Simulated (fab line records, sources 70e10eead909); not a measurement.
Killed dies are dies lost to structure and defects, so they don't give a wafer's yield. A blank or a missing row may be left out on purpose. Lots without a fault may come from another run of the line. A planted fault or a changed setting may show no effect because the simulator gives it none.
Which tool did it? | flow nand_harc | 13 lots, 39 wafers sampled, at 5 steps of a route of 1159

WHAT THE GAUGES READ, wafer by wafer
NHARC_A_CONTACT_CD_MEAS_08: target cd 100 nm.
lot  | measured     | on        | cd_nm (nm)
L149 | day 17 05:46 | cd_sem-01 | 99.7 98.8 98.0
L150 | day 17 20:32 | cd_sem-03 | 99.4 99.6 100.3
L151 | day 18 14:13 | cd_sem-03 | 99.7 99.8 99.7
L152 | day 18 15:39 | cd_sem-03 | 99.4 101.1 100.5
L153 | day 18 19:25 | cd_sem-01 | 99.5 99.7 98.8
L154 | day 19 03:35 | cd_sem-03 | 99.1 101.0 99.9
L155 | day 19 03:54 | cd_sem-03 | 99.2 100.1 99.7
L156 | day 19 07:41 | cd_sem-03 | 100.0 100.7 100.5
L157 | day 19 15:05 | cd_sem-03 | 99.9 99.6 100.1
L159 | day 19 20:40 | cd_sem-01 | 100.3 100.2 99.0
L160 | day 20 20:49 | cd_sem-03 | 100.6 99.9 99.1
L161 | day 21 00:49 | cd_sem-03 | 99.6 99.5 99.9
L167 | day 22 15:52 | cd_sem-03 | 98.7 99.1 99.4

NHARC_END_SORT_01.
lot  | measured     | on        | killed_at_array | killed_at_other | killed_at_periphery | killed_dies | killed_open | killed_short
L167 | day 24 21:12 | prober-01 | 433 13 14       | 0 0 0           | 8 4 8               | 441 17 22   | 4 5 4       | 0 2 3

WHICH TOOL RAN EACH LOT (tool, then ch and the chambers of the sampled wafers, then the start)
lot  | NHARC_A_CONTACT_ETCH_89            | NHARC_A_CONTACT_ETCH_135             | NHARC_A_CONTACT_ETCH_138
L149 | rie_diel-03 ch 0,2,3, day 17 06:11 | har_cap_etch-02 ch 0,1, day 17 07:16 | har_cap_etch-02 ch 0,1, day 17 07:45
L150 | rie_diel-11 ch 1,2,3, day 17 20:59 | har_cap_etch-02 ch 0,1, day 17 21:59 | har_cap_etch-02 ch 0,1, day 17 22:21
L151 | rie_diel-12 ch 1,2,3, day 18 14:37 | har_cap_etch-01 ch 0,1, day 18 15:39 | har_cap_etch-01 ch 0,1, day 18 16:01
L152 | rie_diel-03 ch 0,1,3, day 18 16:05 | har_cap_etch-01 ch 0,1, day 18 17:03 | har_cap_etch-01 ch 0,1, day 18 17:25
L153 | rie_diel-03 ch 0,2,3, day 18 19:46 | har_cap_etch-02 ch 0,1, day 18 20:47 | har_cap_etch-02 ch 0,1, day 18 21:10
L154 | rie_diel-03 ch 0,3, day 19 03:56   | har_cap_etch-03 ch 1, day 19 04:59   | har_cap_etch-03 ch 1, day 19 05:21
L155 | rie_diel-12 ch 2,3, day 19 04:16   | har_cap_etch-02 ch 0,1, day 19 05:16 | har_cap_etch-02 ch 0,1, day 19 05:38
L156 | rie_diel-12 ch 0,2, day 19 08:03   | har_cap_etch-02 ch 0,1, day 19 09:04 | har_cap_etch-02 ch 0,1, day 19 09:26
L157 | rie_diel-03 ch 0,2,3, day 19 15:27 | har_cap_etch-03 ch 0, day 19 16:29   | har_cap_etch-03 ch 0, day 19 16:52
L159 | rie_diel-11 ch 0,3, day 19 21:02   | har_cap_etch-02 ch 0,1, day 19 22:04 | har_cap_etch-02 ch 0,1, day 19 22:26
L160 | rie_diel-12 ch 0,1,3, day 20 21:18 | har_cap_etch-01 ch 0,1, day 20 22:17 | har_cap_etch-01 ch 0,1, day 20 22:38
L161 | rie_diel-03 ch 1,3, day 21 01:13   | har_cap_etch-01 ch 0,1, day 21 02:11 | har_cap_etch-01 ch 0,1, day 21 02:34
L167 | rie_diel-11 ch 1,2, day 22 16:16   | har_cap_etch-02 ch 0,1, day 22 17:16 | har_cap_etch-02 ch 0,1, day 22 17:37
- NHARC_A_CONTACT_ETCH_89: etches the open film in N2/H2, target depth 260 nm, time 475.3 s.
- NHARC_A_CONTACT_ETCH_135: etches the open film in C4F8/O2/Ar, time 132 s, target depth 1287 nm.
- NHARC_A_CONTACT_ETCH_138: etches the open film in C4F8/O2/Ar, time 132 s, target depth 1289 nm.

WHAT THE TOOLS THEMSELVES READ (means of the sampled wafers that have a number; where no wafer has one, the mark that the record gives instead)
NHARC_A_CONTACT_ETCH_89.
lot  | tool        | drypump_motor_current_A (A) | oes_product_au (a.u.) | rf_fwd_power_W (W) | rf_vpp_V (V) | run_length_s (s) | showerhead_plenum_p_Torr (Torr) | throttle_valve_pct (%)
L149 | rie_diel-03 | 6.0                         | 0.992                 | 400.0              | 431          | 496.4            | 2.05                            | 14.167
L150 | rie_diel-11 | 6.1                         | 1.003                 | 399.2              | 432          | 496.8            | 2.09                            | 14.168
L151 | rie_diel-12 | 5.6                         | 1.004                 | 399.1              | 431          | 497.1            | 2.06                            | 14.176
L152 | rie_diel-03 | 6.2                         | 1.007                 | 397.8              | 429          | 496.2            | 1.96                            | 14.168
L153 | rie_diel-03 | 6.1                         | 0.998                 | 398.9              | 430          | 496.6            | 2.04                            | 14.178
L154 | rie_diel-03 | 6.2                         | 1.001                 | 400.3              | 429          | 496.4            | 2.00                            | 14.169
L155 | rie_diel-12 | 5.4                         | 1.010                 | 401.1              | 428          | 496.9            | 1.97                            | 14.180
L156 | rie_diel-12 | 5.6                         | 1.008                 | 399.6              | 429          | 496.6            | 1.98                            | 14.172
L157 | rie_diel-03 | 6.0                         | 1.003                 | 399.9              | 431          | 496.4            | 2.04                            | 14.170
L159 | rie_diel-11 | 6.1                         | 0.987                 | 400.4              | 427          | 496.8            | 1.91                            | 14.171
L160 | rie_diel-12 | 5.8                         | 0.995                 | 399.7              | 432          | 496.9            | 2.13                            | 14.167
L161 | rie_diel-03 | 6.2                         | 0.995                 | 400.4              | 428          | 496.6            | 1.92                            | 14.170
L167 | rie_diel-11 | 5.8                         | 1.029                 | 400.9              | 434          | 455.3            | 2.17                            | 14.172

THE ANSWER, worked out from the rows above alone
Rule: what is usual is taken from the lots themselves. Put in order of their means at a reading, lots are off if they are a third of the lots or fewer, leave a main group of 4 or more, and stand apart from it by a gap of 3 or more times the standard deviation of the main group's means; of several such gaps the widest counts. A main group whose means are all the same, to the digits that the tables above print for the reading, isn't used. A lot without any number at a reading at which 4 lots or more have one is off too. The other lots that the step has rows for count as sound. The gauges are gone through in route order, then the tools' own readings, and for those a lot's mean is taken as printed above. The first step at which some lot is off is used, and at that step the reading that is off furthest; a lot without a number counts as furthest.
Off: L167, at NHARC_A_CONTACT_ETCH_89 (run_length_s). The main group: mean 496.6 s, standard deviation 0.25.
A tool fits if, at that step or a process step before it, it ran every lot that is off, and no sound lot after the first of them. One fits: rie_diel-11 at NHARC_A_CONTACT_ETCH_89. Its last sound lot is L159 (day 19 21:02), its first lot that is off L167 (day 22 16:16): a fault that began between those two fits.
The tool's own readings at NHARC_A_CONTACT_ETCH_89 bear it out: on the lots that are off they differ by more than 5 times the standard deviation of the sound lots' means. run_length_s reads 455.3 s there against 496.6 s on the sound lots.

WHAT THE SIMULATOR HAD PUT IN
Process parameter drift: rie_diel-11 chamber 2, from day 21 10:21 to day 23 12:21, at NHARC_A_CONTACT_ETCH_89. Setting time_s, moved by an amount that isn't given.
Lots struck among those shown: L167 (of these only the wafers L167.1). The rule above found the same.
